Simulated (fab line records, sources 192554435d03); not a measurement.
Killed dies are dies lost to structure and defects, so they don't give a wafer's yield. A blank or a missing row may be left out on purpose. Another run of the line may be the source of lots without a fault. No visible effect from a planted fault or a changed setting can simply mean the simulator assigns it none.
Which tool did it? || flow n5Finfet || 24 lots with 72 wafers sampled at 6 steps, on a route of 1938 steps

## WHAT THE GAUGES SHOWED, per wafer
N5_BEOL_M13_THK_MEAS_01. Usual: M13_ILD_THK typically reads 842 nm, with standard deviation 11.
{"lot": "L074", "measured": "day 10 08:24", "on": "filmMetro-01", "M13_ILD_THK (nm)": "835 862 859", "flag": ""}
{"lot": "L075", "measured": "day 10 19:16", "on": "filmMetro-01", "M13_ILD_THK (nm)": "833 840 857", "flag": ""}
{"lot": "L077", "measured": "day 11 01:57", "on": "filmMetro-01", "M13_ILD_THK (nm)": "826 819 832", "flag": ""}
{"lot": "L078", "measured": "day 11 08:56", "on": "filmMetro-01", "M13_ILD_THK (nm)": "837 846 852", "flag": ""}
{"lot": "L076", "measured": "day 11 09:12", "on": "filmMetro-01", "M13_ILD_THK (nm)": "866 859 860", "flag": ""}
{"lot": "L080", "measured": "day 11 17:01", "on": "filmMetro-01", "M13_ILD_THK (nm)": "854 842 869", "flag": ""}
{"lot": "L079", "measured": "day 12 00:35", "on": "filmMetro-01", "M13_ILD_THK (nm)": "840 849 844", "flag": ""}
{"lot": "L082", "measured": "day 12 17:09", "on": "filmMetro-01", "M13_ILD_THK (nm)": "834 844 849", "flag": ""}
{"lot": "L081", "measured": "day 12 17:23", "on": "filmMetro-01", "M13_ILD_THK (nm)": "845 839 842", "flag": ""}
{"lot": "L083", "measured": "day 12 22:59", "on": "filmMetro-01", "M13_ILD_THK (nm)": "830 847 844", "flag": ""}
{"lot": "L084", "measured": "day 13 01:20", "on": "filmMetro-01", "M13_ILD_THK (nm)": "845 825 841", "flag": ""}
{"lot": "L086", "measured": "day 13 07:28", "on": "filmMetro-01", "M13_ILD_THK (nm)": "833 844 847", "flag": ""}
{"lot": "L085", "measured": "day 13 10:04", "on": "filmMetro-01", "M13_ILD_THK (nm)": "841 851 847", "flag": ""}
{"lot": "L087", "measured": "day 13 21:37", "on": "filmMetro-01", "M13_ILD_THK (nm)": "841 845 836", "flag": ""}
{"lot": "L089", "measured": "day 14 00:58", "on": "filmMetro-01", "M13_ILD_THK (nm)": "819 831 838", "flag": ""}
{"lot": "L088", "measured": "day 14 12:25", "on": "filmMetro-01", "M13_ILD_THK (nm)": "825 831 843", "flag": ""}
{"lot": "L091", "measured": "day 14 21:07", "on": "filmMetro-01", "M13_ILD_THK (nm)": "845 840 857", "flag": ""}
{"lot": "L090", "measured": "day 14 22:55", "on": "filmMetro-01", "M13_ILD_THK (nm)": "829 846 855", "flag": ""}
{"lot": "L092", "measured": "day 15 10:00", "on": "filmMetro-01", "M13_ILD_THK (nm)": "836 839 857", "flag": ""}
{"lot": "L094", "measured": "day 15 16:19", "on": "filmMetro-01", "M13_ILD_THK (nm)": "842 828 851", "flag": ""}
{"lot": "L093", "measured": "day 15 16:51", "on": "filmMetro-01", "M13_ILD_THK (nm)": "841 837 838", "flag": ""}
{"lot": "L095", "measured": "day 16 08:34", "on": "filmMetro-01", "M13_ILD_THK (nm)": "844 854 846", "flag": ""}
{"lot": "L097", "measured": "day 16 09:03", "on": "filmMetro-02", "M13_ILD_THK (nm)": "822 856 852", "flag": ""}
{"lot": "L096", "measured": "day 16 13:24", "on": "filmMetro-01", "M13_ILD_THK (nm)": "825 841 854", "flag": ""}

N5_BEOL_M13_OVL_MEAS_29. Usual: M13_OVL typically reads 2 nm, with standard deviation 4.3.
{"lot": "L074", "measured": "day 10 09:56", "on": "overlay-02", "M13_OVL (nm)": "-1 -3 1", "flag": ""}
{"lot": "L075", "measured": "day 10 20:32", "on": "overlay-02", "M13_OVL (nm)": "4 2 1", "flag": ""}
{"lot": "L077", "measured": "day 11 03:29", "on": "overlay-01", "M13_OVL (nm)": "7 -2 5", "flag": ""}
{"lot": "L078", "measured": "day 11 10:38", "on": "overlay-02", "M13_OVL (nm)": "1 -3 1", "flag": ""}
{"lot": "L076", "measured": "day 11 10:52", "on": "overlay-01", "M13_OVL (nm)": "6 2 2", "flag": ""}
{"lot": "L080", "measured": "day 11 18:28", "on": "overlay-01", "M13_OVL (nm)": "1 1 -2", "flag": ""}
{"lot": "L079", "measured": "day 12 01:52", "on": "overlay-02", "M13_OVL (nm)": "0 0 2", "flag": ""}
{"lot": "L082", "measured": "day 12 18:41", "on": "overlay-02", "M13_OVL (nm)": "3 5 6", "flag": ""}
{"lot": "L081", "measured": "day 12 18:46", "on": "overlay-01", "M13_OVL (nm)": "8 5 5", "flag": ""}
{"lot": "L083", "measured": "day 13 00:54", "on": "overlay-02", "M13_OVL (nm)": "-1 -2 5", "flag": ""}
{"lot": "L084", "measured": "day 13 02:37", "on": "overlay-02", "M13_OVL (nm)": "-1 2 0", "flag": ""}
{"lot": "L086", "measured": "day 13 08:52", "on": "overlay-01", "M13_OVL (nm)": "10 7 1", "flag": ""}
{"lot": "L085", "measured": "day 13 11:28", "on": "overlay-01", "M13_OVL (nm)": "15 11 3", "flag": ""}
{"lot": "L087", "measured": "day 13 22:55", "on": "overlay-02", "M13_OVL (nm)": "2 2 2", "flag": ""}
{"lot": "L089", "measured": "day 14 02:15", "on": "overlay-01", "M13_OVL (nm)": "-1 2 1", "flag": ""}
{"lot": "L088", "measured": "day 14 14:32", "on": "overlay-02", "M13_OVL (nm)": "0 2 1", "flag": ""}
{"lot": "L091", "measured": "day 14 22:23", "on": "overlay-02", "M13_OVL (nm)": "2 1 3", "flag": ""}
{"lot": "L090", "measured": "day 15 00:27", "on": "overlay-01", "M13_OVL (nm)": "-4 -12 -4", "flag": ""}
{"lot": "L092", "measured": "day 15 11:25", "on": "overlay-02", "M13_OVL (nm)": "1 0 5", "flag": ""}
{"lot": "L094", "measured": "day 15 17:56", "on": "overlay-02", "M13_OVL (nm)": "1 6 5", "flag": ""}
{"lot": "L093", "measured": "day 15 18:23", "on": "overlay-01", "M13_OVL (nm)": "-1 -2 6", "flag": ""}
{"lot": "L095", "measured": "day 16 10:08", "on": "overlay-01", "M13_OVL (nm)": "0 -3 1", "flag": ""}
{"lot": "L097", "measured": "day 16 10:27", "on": "overlay-01", "M13_OVL (nm)": "1 4 4", "flag": ""}
{"lot": "L096", "measured": "day 16 15:03", "on": "overlay-02", "M13_OVL (nm)": "-4 -4 -1", "flag": ""}

N5_BEOL_M13_INSPECT_30: inspects for defects (macro). Usual: rawDefectCount reads 1.9 (standard deviation 1.3).
{"lot": "L074", "measured": "day 10 09:57", "on": "defectInspect-01", "rawDefectCount": "3 2 4", "flag": ""}
{"lot": "L075", "measured": "day 10 20:34", "on": "defectInspect-02", "rawDefectCount": "1 0 3", "flag": ""}
{"lot": "L077", "measured": "day 11 03:30", "on": "defectInspect-02", "rawDefectCount": "0 2 4", "flag": ""}
{"lot": "L078", "measured": "day 11 10:40", "on": "defectInspect-01", "rawDefectCount": "2 2 1", "flag": ""}
{"lot": "L076", "measured": "day 11 10:54", "on": "defectInspect-02", "rawDefectCount": "1 2 0", "flag": ""}
{"lot": "L080", "measured": "day 11 18:29", "on": "defectInspect-02", "rawDefectCount": "1 2 0", "flag": ""}
{"lot": "L079", "measured": "day 12 01:53", "on": "defectInspect-02", "rawDefectCount": "2 4 5", "flag": ""}
{"lot": "L082", "measured": "day 12 18:43", "on": "defectInspect-02", "rawDefectCount": "1 4 1", "flag": ""}
{"lot": "L081", "measured": "day 12 18:47", "on": "defectInspect-01", "rawDefectCount": "1 1 2", "flag": ""}
{"lot": "L083", "measured": "day 13 00:56", "on": "defectInspect-01", "rawDefectCount": "2 2 2", "flag": ""}
{"lot": "L084", "measured": "day 13 02:38", "on": "defectInspect-02", "rawDefectCount": "3 2 0", "flag": ""}
{"lot": "L086", "measured": "day 13 08:53", "on": "defectInspect-01", "rawDefectCount": "2 0 0", "flag": ""}
{"lot": "L085", "measured": "day 13 11:29", "on": "defectInspect-01", "rawDefectCount": "1 0 0", "flag": ""}
{"lot": "L087", "measured": "day 13 22:56", "on": "defectInspect-02", "rawDefectCount": "2 2 3", "flag": ""}
{"lot": "L089", "measured": "day 14 02:16", "on": "defectInspect-01", "rawDefectCount": "0 0 4", "flag": ""}
{"lot": "L088", "measured": "day 14 14:34", "on": "defectInspect-01", "rawDefectCount": "2 2 1", "flag": ""}
{"lot": "L091", "measured": "day 14 22:25", "on": "defectInspect-02", "rawDefectCount": "2 2 2", "flag": ""}
{"lot": "L090", "measured": "day 15 00:29", "on": "defectInspect-02", "rawDefectCount": "3 4 3", "flag": ""}
{"lot": "L092", "measured": "day 15 11:26", "on": "defectInspect-01", "rawDefectCount": "3 1 0", "flag": ""}
{"lot": "L094", "measured": "day 15 17:58", "on": "defectInspect-01", "rawDefectCount": "1 1 1", "flag": ""}
{"lot": "L093", "measured": "day 15 18:24", "on": "defectInspect-02", "rawDefectCount": "3 1 2", "flag": ""}
{"lot": "L095", "measured": "day 16 10:09", "on": "defectInspect-01", "rawDefectCount": "1 4 3", "flag": ""}
{"lot": "L097", "measured": "day 16 10:28", "on": "defectInspect-01", "rawDefectCount": "0 1 3", "flag": ""}
{"lot": "L096", "measured": "day 16 15:05", "on": "defectInspect-02", "rawDefectCount": "2 1 1", "flag": ""}

N5_BEOL_M14_OVL_MEAS_11. Usual: V13_OVL typically reads 2 nm, with standard deviation 5.5.
{"lot": "L074", "measured": "day 10 14:24", "on": "overlay-01", "V13_OVL (nm)": "-11 2 -11", "flag": ""}
{"lot": "L075", "measured": "day 11 01:27", "on": "overlay-02", "V13_OVL (nm)": "10 8 12", "flag": ""}
{"lot": "L077", "measured": "day 11 06:30", "on": "overlay-01", "V13_OVL (nm)": "5 2 5", "flag": ""}
{"lot": "L078", "measured": "day 11 18:22", "on": "overlay-01", "V13_OVL (nm)": "-5 6 3", "flag": ""}
{"lot": "L076", "measured": "day 11 18:59", "on": "overlay-02", "V13_OVL (nm)": "12 9 14", "flag": ""}
{"lot": "L080", "measured": "day 12 00:05", "on": "overlay-01", "V13_OVL (nm)": "-5 -3 -1", "flag": ""}
{"lot": "L079", "measured": "day 12 07:17", "on": "overlay-01", "V13_OVL (nm)": "-2 4 -4", "flag": ""}
{"lot": "L082", "measured": "day 12 22:22", "on": "overlay-01", "V13_OVL (nm)": "6 -4 -3", "flag": ""}
{"lot": "L081", "measured": "day 12 23:21", "on": "overlay-02", "V13_OVL (nm)": "-2 -5 -2", "flag": ""}
{"lot": "L083", "measured": "day 13 06:44", "on": "overlay-01", "V13_OVL (nm)": "2 5 -1", "flag": ""}
{"lot": "L084", "measured": "day 13 07:05", "on": "overlay-02", "V13_OVL (nm)": "9 10 7", "flag": ""}
{"lot": "L086", "measured": "day 13 13:39", "on": "overlay-02", "V13_OVL (nm)": "2 7 0", "flag": ""}
{"lot": "L085", "measured": "day 13 17:04", "on": "overlay-01", "V13_OVL (nm)": "9 4 2", "flag": ""}
{"lot": "L087", "measured": "day 14 06:42", "on": "overlay-01", "V13_OVL (nm)": "2 4 0", "flag": ""}
{"lot": "L089", "measured": "day 14 05:37", "on": "overlay-01", "V13_OVL (nm)": "8 13 6", "flag": ""}
{"lot": "L088", "measured": "day 14 17:55", "on": "overlay-01", "V13_OVL (nm)": "4 6 -2", "flag": ""}
{"lot": "L091", "measured": "day 15 01:32", "on": "overlay-02", "V13_OVL (nm)": "-3 2 -2", "flag": ""}
{"lot": "L090", "measured": "day 15 04:15", "on": "overlay-02", "V13_OVL (nm)": "-1 3 5", "flag": ""}
{"lot": "L092", "measured": "day 15 16:07", "on": "overlay-01", "V13_OVL (nm)": "4 1 1", "flag": ""}
{"lot": "L094", "measured": "day 15 22:31", "on": "overlay-01", "V13_OVL (nm)": "3 1 -2", "flag": ""}
{"lot": "L093", "measured": "day 16 00:43", "on": "overlay-01", "V13_OVL (nm)": "3 6 -9", "flag": ""}
{"lot": "L095", "measured": "day 16 13:25", "on": "overlay-01", "V13_OVL (nm)": "-1 10 0", "flag": ""}
{"lot": "L097", "measured": "day 16 22:07", "on": "overlay-02", "V13_OVL (nm)": "1 7 3", "flag": ""}
{"lot": "L096", "measured": "day 16 18:56", "on": "overlay-02", "V13_OVL (nm)": "2 -4 2", "flag": ""}

## WHICH TOOL RAN EACH LOT (tool, then ch and the chambers of the sampled wafers, then the start)
{"lot": "L074", "N5_BEOL_M13_DESCUM_15": "rieDiel-03 ch 0,2, day 10 08:55", "N5_BEOL_M13_CMP_49": "cmp-04 ch 0,1,2, day 10 13:25"}
{"lot": "L075", "N5_BEOL_M13_DESCUM_15": "rieDiel-03 ch 2,3, day 10 19:39", "N5_BEOL_M13_CMP_49": "cmp-04 ch 0,1,2, day 11 00:29"}
{"lot": "L077", "N5_BEOL_M13_DESCUM_15": "rieDiel-02 ch 0,2,3, day 11 02:28", "N5_BEOL_M13_CMP_49": "cmp-04 ch 1,3, day 11 05:29"}
{"lot": "L078", "N5_BEOL_M13_DESCUM_15": "rieDiel-06 ch 2,3, day 11 09:38", "N5_BEOL_M13_CMP_49": "cmp-04 ch 1,3, day 11 17:20"}
{"lot": "L076", "N5_BEOL_M13_DESCUM_15": "rieDiel-02 ch 1,2, day 11 09:49", "N5_BEOL_M13_CMP_49": "cmp-04 ch 0,2,3, day 11 18:03"}
{"lot": "L080", "N5_BEOL_M13_DESCUM_15": "rieDiel-06 ch 1,2,3, day 11 17:32", "N5_BEOL_M13_CMP_49": "cmp-02 ch 0,1,3, day 11 23:02"}
{"lot": "L079", "N5_BEOL_M13_DESCUM_15": "rieDiel-03 ch 0,1, day 12 00:58", "N5_BEOL_M13_CMP_49": "cmp-02 ch 0,1,2, day 12 05:48"}
{"lot": "L082", "N5_BEOL_M13_DESCUM_15": "rieDiel-03 ch 0,1, day 12 17:40", "N5_BEOL_M13_CMP_49": "cmp-04 ch 0,1,2, day 12 21:26"}
{"lot": "L081", "N5_BEOL_M13_DESCUM_15": "rieDiel-02 ch 2,3, day 12 17:53", "N5_BEOL_M13_CMP_49": "cmp-03 ch 0,1,2, day 12 22:05"}
{"lot": "L083", "N5_BEOL_M13_DESCUM_15": "rieDiel-03 ch 0,1,3, day 13 00:01", "N5_BEOL_M13_CMP_49": "cmp-04 ch 0,1,2, day 13 05:43"}
{"lot": "L084", "N5_BEOL_M13_DESCUM_15": "rieDiel-03 ch 1,3, day 13 01:43", "N5_BEOL_M13_CMP_49": "cmp-03 ch 0,1, day 13 06:04"}
{"lot": "L086", "N5_BEOL_M13_DESCUM_15": "rieDiel-02 ch 0,1,2, day 13 07:59", "N5_BEOL_M13_CMP_49": "cmp-02 ch 1,2, day 13 12:40"}
{"lot": "L085", "N5_BEOL_M13_DESCUM_15": "rieDiel-03 ch 0,1, day 13 10:27", "N5_BEOL_M13_CMP_49": "cmp-04 ch 0,1,3, day 13 16:07"}
{"lot": "L087", "N5_BEOL_M13_DESCUM_15": "rieDiel-06 ch 1,2, day 13 22:01", "N5_BEOL_M13_CMP_49": "cmp-04 ch 2,3, day 14 05:43"}
{"lot": "L089", "N5_BEOL_M13_DESCUM_15": "rieDiel-02 ch 0,1,2, day 14 01:22", "N5_BEOL_M13_CMP_49": "cmp-03 ch 1,2, day 14 04:35"}
{"lot": "L088", "N5_BEOL_M13_DESCUM_15": "rieDiel-02 ch 2,3, day 14 13:29", "N5_BEOL_M13_CMP_49": "cmp-03 ch 1,2, day 14 16:46"}
{"lot": "L091", "N5_BEOL_M13_DESCUM_15": "rieDiel-02 ch 1,2, day 14 21:30", "N5_BEOL_M13_CMP_49": "cmp-02 ch 0,1,2, day 15 00:28"}
{"lot": "L090", "N5_BEOL_M13_DESCUM_15": "rieDiel-03 ch 2,3, day 14 23:26", "N5_BEOL_M13_CMP_49": "cmp-02 ch 0,2,3, day 15 03:21"}
{"lot": "L092", "N5_BEOL_M13_DESCUM_15": "rieDiel-02 ch 0,1,3, day 15 10:31", "N5_BEOL_M13_CMP_49": "cmp-02 ch 1,3, day 15 15:07"}
{"lot": "L094", "N5_BEOL_M13_DESCUM_15": "rieDiel-03 ch 0,3, day 15 16:55", "N5_BEOL_M13_CMP_49": "cmp-03 ch 0,1,2, day 15 21:35"}
{"lot": "L093", "N5_BEOL_M13_DESCUM_15": "rieDiel-02 ch 0,3, day 15 17:22", "N5_BEOL_M13_CMP_49": "cmp-04 ch 1,2,3, day 15 23:40"}
{"lot": "L095", "N5_BEOL_M13_DESCUM_15": "rieDiel-02 ch 1,3, day 16 09:04", "N5_BEOL_M13_CMP_49": "cmp-02 ch 0,1, day 16 12:16"}
{"lot": "L097", "N5_BEOL_M13_DESCUM_15": "rieDiel-03 ch 0,2,3, day 16 09:26", "N5_BEOL_M13_CMP_49": "cmp-02 ch 0,1,2, day 16 21:02"}
{"lot": "L096", "N5_BEOL_M13_DESCUM_15": "rieDiel-03 ch 0,3, day 16 13:55", "N5_BEOL_M13_CMP_49": "cmp-04 ch 1,2,3, day 16 17:54"}
- N5_BEOL_M13_DESCUM_15: chemistry O2, time 7.9 s.
- N5_BEOL_M13_CMP_49: polishes, stops on SiOC, t overpolish 17.1 s, target thk 420 nm.

## AS READ BY THE TOOLS THEMSELVES (means over the sampled wafers that have a number; for cases with no such wafer, the mark the record gives instead)
N5_BEOL_M13_DESCUM_15. Usual: chamberPressureMTorr 19.998 mTorr, standard deviation 0.018; drypumpMotorCurrentA 5.86 A, standard deviation 0.25; oesProductAu 0.78 a.u., standard deviation 0.077; rfVppV 243.1 V, standard deviation 1.3; showerheadPlenumPTorr 2.08 Torr, standard deviation 0.059; throttleValvePct 20.35 %, standard deviation 0.24.
{"lot": "L074", "tool": "rieDiel-03", "chamberPressureMTorr (mTorr)": 19.995, "drypumpMotorCurrentA (A)": 5.84, "oesProductAu (a.u.)": 0.77, "rfVppV (V)": 242.4, "showerheadPlenumPTorr (Torr)": 2.03, "throttleValvePct (%)": 20.47, "flag": ""}
{"lot": "L075", "tool": "rieDiel-03", "chamberPressureMTorr (mTorr)": 20.001, "drypumpMotorCurrentA (A)": 5.97, "oesProductAu (a.u.)": 0.76, "rfVppV (V)": 245.0, "showerheadPlenumPTorr (Torr)": 2.11, "throttleValvePct (%)": 20.32, "flag": ""}
{"lot": "L077", "tool": "rieDiel-02", "chamberPressureMTorr (mTorr)": 19.997, "drypumpMotorCurrentA (A)": 5.86, "oesProductAu (a.u.)": 0.83, "rfVppV (V)": 242.2, "showerheadPlenumPTorr (Torr)": 2.06, "throttleValvePct (%)": 20.22, "flag": ""}
{"lot": "L078", "tool": "rieDiel-06", "chamberPressureMTorr (mTorr)": 20.016, "drypumpMotorCurrentA (A)": 5.95, "oesProductAu (a.u.)": 0.69, "rfVppV (V)": 242.6, "showerheadPlenumPTorr (Torr)": 2.08, "throttleValvePct (%)": 20.71, "flag": ""}
{"lot": "L076", "tool": "rieDiel-02", "chamberPressureMTorr (mTorr)": 20.013, "drypumpMotorCurrentA (A)": 5.97, "oesProductAu (a.u.)": 0.78, "rfVppV (V)": 244.2, "showerheadPlenumPTorr (Torr)": 2.15, "throttleValvePct (%)": 20.12, "flag": ""}
{"lot": "L080", "tool": "rieDiel-06", "chamberPressureMTorr (mTorr)": 20.005, "drypumpMotorCurrentA (A)": 6.10, "oesProductAu (a.u.)": 0.74, "rfVppV (V)": 243.9, "showerheadPlenumPTorr (Torr)": 2.09, "throttleValvePct (%)": 20.54, "flag": ""}
{"lot": "L079", "tool": "rieDiel-03", "chamberPressureMTorr (mTorr)": 19.996, "drypumpMotorCurrentA (A)": 5.67, "oesProductAu (a.u.)": 0.72, "rfVppV (V)": 241.7, "showerheadPlenumPTorr (Torr)": 2.02, "throttleValvePct (%)": 20.64, "flag": ""}
{"lot": "L082", "tool": "rieDiel-03", "chamberPressureMTorr (mTorr)": 20.003, "drypumpMotorCurrentA (A)": 5.55, "oesProductAu (a.u.)": 0.70, "rfVppV (V)": 242.3, "showerheadPlenumPTorr (Torr)": 2.03, "throttleValvePct (%)": 20.69, "flag": ""}
{"lot": "L081", "tool": "rieDiel-02", "chamberPressureMTorr (mTorr)": 20.002, "drypumpMotorCurrentA (A)": 6.06, "oesProductAu (a.u.)": 0.81, "rfVppV (V)": 242.8, "showerheadPlenumPTorr (Torr)": 2.06, "throttleValvePct (%)": 20.24, "flag": ""}
{"lot": "L083", "tool": "rieDiel-03", "chamberPressureMTorr (mTorr)": 20.005, "drypumpMotorCurrentA (A)": 5.70, "oesProductAu (a.u.)": 0.80, "rfVppV (V)": 242.8, "showerheadPlenumPTorr (Torr)": 2.07, "throttleValvePct (%)": 20.44, "flag": ""}
{"lot": "L084", "tool": "rieDiel-03", "chamberPressureMTorr (mTorr)": 19.989, "drypumpMotorCurrentA (A)": 5.60, "oesProductAu (a.u.)": 0.77, "rfVppV (V)": 243.9, "showerheadPlenumPTorr (Torr)": 2.08, "throttleValvePct (%)": 20.49, "flag": ""}
{"lot": "L086", "tool": "rieDiel-02", "chamberPressureMTorr (mTorr)": 20.010, "drypumpMotorCurrentA (A)": 5.82, "oesProductAu (a.u.)": 0.79, "rfVppV (V)": 243.7, "showerheadPlenumPTorr (Torr)": 2.10, "throttleValvePct (%)": 20.20, "flag": ""}
{"lot": "L085", "tool": "rieDiel-03", "chamberPressureMTorr (mTorr)": 19.992, "drypumpMotorCurrentA (A)": 5.63, "oesProductAu (a.u.)": 0.71, "rfVppV (V)": 242.1, "showerheadPlenumPTorr (Torr)": 2.01, "throttleValvePct (%)": 20.65, "flag": ""}
{"lot": "L087", "tool": "rieDiel-06", "chamberPressureMTorr (mTorr)": 19.999, "drypumpMotorCurrentA (A)": 6.33, "oesProductAu (a.u.)": 0.77, "rfVppV (V)": 243.8, "showerheadPlenumPTorr (Torr)": 2.10, "throttleValvePct (%)": 20.34, "flag": ""}
{"lot": "L089", "tool": "rieDiel-02", "chamberPressureMTorr (mTorr)": 19.991, "drypumpMotorCurrentA (A)": 5.81, "oesProductAu (a.u.)": 0.78, "rfVppV (V)": 243.1, "showerheadPlenumPTorr (Torr)": 2.09, "throttleValvePct (%)": 20.21, "flag": ""}
{"lot": "L088", "tool": "rieDiel-02", "chamberPressureMTorr (mTorr)": 19.994, "drypumpMotorCurrentA (A)": 6.08, "oesProductAu (a.u.)": 0.79, "rfVppV (V)": 242.6, "showerheadPlenumPTorr (Torr)": 2.06, "throttleValvePct (%)": 20.27, "flag": ""}
{"lot": "L091", "tool": "rieDiel-02", "chamberPressureMTorr (mTorr)": 20.007, "drypumpMotorCurrentA (A)": 5.96, "oesProductAu (a.u.)": 0.75, "rfVppV (V)": 244.6, "showerheadPlenumPTorr (Torr)": 2.14, "throttleValvePct (%)": 20.17, "flag": ""}
{"lot": "L090", "tool": "rieDiel-03", "chamberPressureMTorr (mTorr)": 20.015, "drypumpMotorCurrentA (A)": 5.90, "oesProductAu (a.u.)": 0.85, "rfVppV (V)": 243.7, "showerheadPlenumPTorr (Torr)": 2.13, "throttleValvePct (%)": 20.11, "flag": ""}
{"lot": "L092", "tool": "rieDiel-02", "chamberPressureMTorr (mTorr)": 19.998, "drypumpMotorCurrentA (A)": 5.87, "oesProductAu (a.u.)": 0.81, "rfVppV (V)": 243.2, "showerheadPlenumPTorr (Torr)": 2.08, "throttleValvePct (%)": 20.19, "flag": ""}
{"lot": "L094", "tool": "rieDiel-03", "chamberPressureMTorr (mTorr)": 20.006, "drypumpMotorCurrentA (A)": 5.78, "oesProductAu (a.u.)": 0.83, "rfVppV (V)": 243.5, "showerheadPlenumPTorr (Torr)": 2.10, "throttleValvePct (%)": 20.23, "flag": ""}
{"lot": "L093", "tool": "rieDiel-02", "chamberPressureMTorr (mTorr)": 20.004, "drypumpMotorCurrentA (A)": 5.93, "oesProductAu (a.u.)": 0.83, "rfVppV (V)": 242.3, "showerheadPlenumPTorr (Torr)": 2.03, "throttleValvePct (%)": 20.23, "flag": ""}
{"lot": "L095", "tool": "rieDiel-02", "chamberPressureMTorr (mTorr)": 19.981, "drypumpMotorCurrentA (A)": 6.03, "oesProductAu (a.u.)": 0.79, "rfVppV (V)": 244.2, "showerheadPlenumPTorr (Torr)": 2.12, "throttleValvePct (%)": 20.15, "flag": ""}
{"lot": "L097", "tool": "rieDiel-03", "chamberPressureMTorr (mTorr)": 20.000, "drypumpMotorCurrentA (A)": 5.86, "oesProductAu (a.u.)": 0.78, "rfVppV (V)": 244.0, "showerheadPlenumPTorr (Torr)": 2.07, "throttleValvePct (%)": 20.34, "flag": ""}
{"lot": "L096", "tool": "rieDiel-03", "chamberPressureMTorr (mTorr)": 20.003, "drypumpMotorCurrentA (A)": 5.79, "oesProductAu (a.u.)": 0.83, "rfVppV (V)": 243.5, "showerheadPlenumPTorr (Torr)": 2.10, "throttleValvePct (%)": 20.24, "flag": ""}

N5_BEOL_M13_CMP_49. Usual: barrierFieldEndpointS 30.7 s, standard deviation 1.1; motorCurrentA 6.2 A, standard deviation 0.42; overpolishRunS 17.099 s, standard deviation 0.0089.
{"lot": "L074", "tool": "cmp-04", "barrierFieldEndpointS (s)": 31.1, "motorCurrentA (A)": 6.3, "overpolishRunS (s)": 17.104, "flag": ""}
{"lot": "L075", "tool": "cmp-04", "barrierFieldEndpointS (s)": 31.0, "motorCurrentA (A)": 6.3, "overpolishRunS (s)": 17.097, "flag": ""}
{"lot": "L077", "tool": "cmp-04", "barrierFieldEndpointS (s)": 31.9, "motorCurrentA (A)": 6.1, "overpolishRunS (s)": 17.102, "flag": ""}
{"lot": "L078", "tool": "cmp-04", "barrierFieldEndpointS (s)": 32.1, "motorCurrentA (A)": 6.2, "overpolishRunS (s)": 17.097, "flag": ""}
{"lot": "L076", "tool": "cmp-04", "barrierFieldEndpointS (s)": 30.6, "motorCurrentA (A)": 6.0, "overpolishRunS (s)": 17.092, "flag": ""}
{"lot": "L080", "tool": "cmp-02", "barrierFieldEndpointS (s)": 30.6, "motorCurrentA (A)": 6.4, "overpolishRunS (s)": 17.105, "flag": ""}
{"lot": "L079", "tool": "cmp-02", "barrierFieldEndpointS (s)": 30.4, "motorCurrentA (A)": 6.3, "overpolishRunS (s)": 17.100, "flag": ""}
{"lot": "L082", "tool": "cmp-04", "barrierFieldEndpointS (s)": 29.9, "motorCurrentA (A)": 6.3, "overpolishRunS (s)": 17.109, "flag": ""}
{"lot": "L081", "tool": "cmp-03", "barrierFieldEndpointS (s)": 30.3, "motorCurrentA (A)": 6.2, "overpolishRunS (s)": 17.101, "flag": ""}
{"lot": "L083", "tool": "cmp-04", "barrierFieldEndpointS (s)": 30.4, "motorCurrentA (A)": 6.4, "overpolishRunS (s)": 17.095, "flag": ""}
{"lot": "L084", "tool": "cmp-03", "barrierFieldEndpointS (s)": 30.2, "motorCurrentA (A)": 6.9, "overpolishRunS (s)": 17.098, "flag": ""}
{"lot": "L086", "tool": "cmp-02", "barrierFieldEndpointS (s)": 31.0, "motorCurrentA (A)": 6.4, "overpolishRunS (s)": 17.092, "flag": ""}
{"lot": "L085", "tool": "cmp-04", "barrierFieldEndpointS (s)": 31.6, "motorCurrentA (A)": 5.9, "overpolishRunS (s)": 17.099, "flag": ""}
{"lot": "L087", "tool": "cmp-04", "barrierFieldEndpointS (s)": 29.1, "motorCurrentA (A)": 6.3, "overpolishRunS (s)": 17.095, "flag": ""}
{"lot": "L089", "tool": "cmp-03", "barrierFieldEndpointS (s)": 30.6, "motorCurrentA (A)": 6.4, "overpolishRunS (s)": 17.093, "flag": ""}
{"lot": "L088", "tool": "cmp-03", "barrierFieldEndpointS (s)": 30.3, "motorCurrentA (A)": 6.0, "overpolishRunS (s)": 17.101, "flag": ""}
{"lot": "L091", "tool": "cmp-02", "barrierFieldEndpointS (s)": 31.9, "motorCurrentA (A)": 6.5, "overpolishRunS (s)": 17.102, "flag": ""}
{"lot": "L090", "tool": "cmp-02", "barrierFieldEndpointS (s)": 30.2, "motorCurrentA (A)": 6.1, "overpolishRunS (s)": 17.097, "flag": ""}
{"lot": "L092", "tool": "cmp-02", "barrierFieldEndpointS (s)": 30.7, "motorCurrentA (A)": 6.3, "overpolishRunS (s)": 17.105, "flag": ""}
{"lot": "L094", "tool": "cmp-03", "barrierFieldEndpointS (s)": 31.5, "motorCurrentA (A)": 6.2, "overpolishRunS (s)": 17.096, "flag": ""}
{"lot": "L093", "tool": "cmp-04", "barrierFieldEndpointS (s)": 30.3, "motorCurrentA (A)": 6.2, "overpolishRunS (s)": 17.097, "flag": ""}
{"lot": "L095", "tool": "cmp-02", "barrierFieldEndpointS (s)": 30.7, "motorCurrentA (A)": 6.6, "overpolishRunS (s)": 17.102, "flag": ""}
{"lot": "L097", "tool": "cmp-02", "barrierFieldEndpointS (s)": 30.8, "motorCurrentA (A)": 6.4, "overpolishRunS (s)": 17.093, "flag": ""}
{"lot": "L096", "tool": "cmp-04", "barrierFieldEndpointS (s)": 30.1, "motorCurrentA (A)": 6.2, "overpolishRunS (s)": 17.098, "flag": ""}

## THE ANSWER, worked out from the rows above alone
Rule: take the mean of a lot's wafers that have a number; if it is more than 3 standard deviations from the usual mean, the lot is off. Also off: a lot with no number at a reading for which 4 or more lots have one. All remaining lots with rows at the step are treated as sound. After the gauges, taken in route order, come the tools' own readings; for these a lot's mean is taken, as printed above. At the first step where some lot is off, the reading lying furthest off is the one used; lots without a number count as furthest.
Across all readings shown, no lot is off: no conclusion can be drawn from this.

## WHAT WAS PUT IN BY THE SIMULATOR
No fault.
